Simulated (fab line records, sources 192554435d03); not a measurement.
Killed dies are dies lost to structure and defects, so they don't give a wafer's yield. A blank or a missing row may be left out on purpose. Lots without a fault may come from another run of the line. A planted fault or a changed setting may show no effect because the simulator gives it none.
Chamber matching | flow n5_finfet | N5_HKMG_FIN_STRIP_89 on rie_diel-02: 4 sister chambers
The step strips SOC in N2/H2, time 20 s. 20 wafers are shown with their chamber, then 10 later ones without.

WAFERS WITH THEIR CHAMBER
wafer  | chamber | drypump_motor_current_A (A) | showerhead_plenum_p_Torr (Torr) | throttle_valve_pct (%)
L074.1 | 0       | 6.8                         | 3.20                            | 18.38
L074.4 | 1       | 5.9                         | 3.21                            | 18.71
L074.5 | 0       | 6.8                         | 3.20                            | 18.37
L075.3 | 3       | 5.4                         | 3.42                            | 19.28
L075.4 | 1       | 5.9                         | 3.21                            | 18.73
L075.6 | 1       | 5.9                         | 3.21                            | 18.72
L076.3 | 3       | 5.3                         | 3.42                            | 19.30
L076.4 | 0       | 6.8                         | 3.19                            | 18.36
L076.6 | 0       | 6.8                         | 3.19                            | 18.37
L078.2 | 2       | 5.6                         | 3.57                            | 19.02
L078.4 | 0       | 6.8                         | 3.19                            | 18.38
L078.5 | 1       | 5.9                         | 3.20                            | 18.72
L081.1 | 3       | 5.3                         | 3.42                            | 19.32
L081.3 | 0       | 6.8                         | 3.19                            | 18.39
L081.6 | 1       | 6.0                         | 3.20                            | 18.74
L088.1 | 1       | 5.9                         | 3.19                            | 18.79
L088.2 | 0       | 6.8                         | 3.18                            | 18.41
L088.5 | 1       | 6.0                         | 3.19                            | 18.77
L089.3 | 2       | 5.6                         | 3.55                            | 19.04
L089.4 | 3       | 5.3                         | 3.41                            | 19.34

SIGNATURES (means of the wafers above)
reading                  | chamber 0 | chamber 1 | chamber 2 | chamber 3 | scatter within a chamber
drypump_motor_current_A  | 6.800     | 5.929     | 5.600     | 5.325     | 0.0369
showerhead_plenum_p_Torr | 3.1914    | 3.2014    | 3.5600    | 3.4175    | 0.00809
throttle_valve_pct       | 18.3800   | 18.7400   | 19.0300   | 19.3100   | 0.0237
Rule: a wafer's distance from a chamber is the root of the sum, over the readings, of the square of ((its reading less the chamber's mean) divided by the reading's scatter). The wafer belongs to the nearest chamber; if the next one is less than 2 further off, it can't be placed. The scatter: the root of (the sum of the squares of (reading less its chamber's mean) over the shown wafers, divided by (wafers less chambers)).

WAFERS WITHOUT THEIR CHAMBER
wafer  | drypump_motor_current_A (A) | showerhead_plenum_p_Torr (Torr) | throttle_valve_pct (%)
L089.5 | 5.6                         | 3.55                            | 19.04
L092.2 | 5.6                         | 3.55                            | 19.06
L092.4 | 6.8                         | 3.18                            | 18.41
L092.5 | 6.8                         | 3.18                            | 18.42
L095.2 | 5.3                         | 3.40                            | 19.38
L095.4 | 5.3                         | 3.40                            | 19.36
L095.6 | 6.0                         | 3.19                            | 18.79
L097.4 | 5.6                         | 3.54                            | 19.07
L097.5 | 6.0                         | 3.18                            | 18.80
L097.6 | 5.3                         | 3.40                            | 19.37

WHICH CHAMBER EACH WENT THROUGH
wafer  | from the rows above | in truth
L089.5 | 2                   | 2
L092.2 | 2                   | 2
L092.4 | 0                   | 0
L092.5 | 0                   | 0
L095.2 | 3                   | 3
L095.4 | 3                   | 3
L095.6 | 1                   | 1
L097.4 | 2                   | 2
L097.5 | 1                   | 1
L097.6 | 3                   | 3
Placed correctly: 10 of 10. Can't be placed from these rows: 0. Placed wrongly: 0.
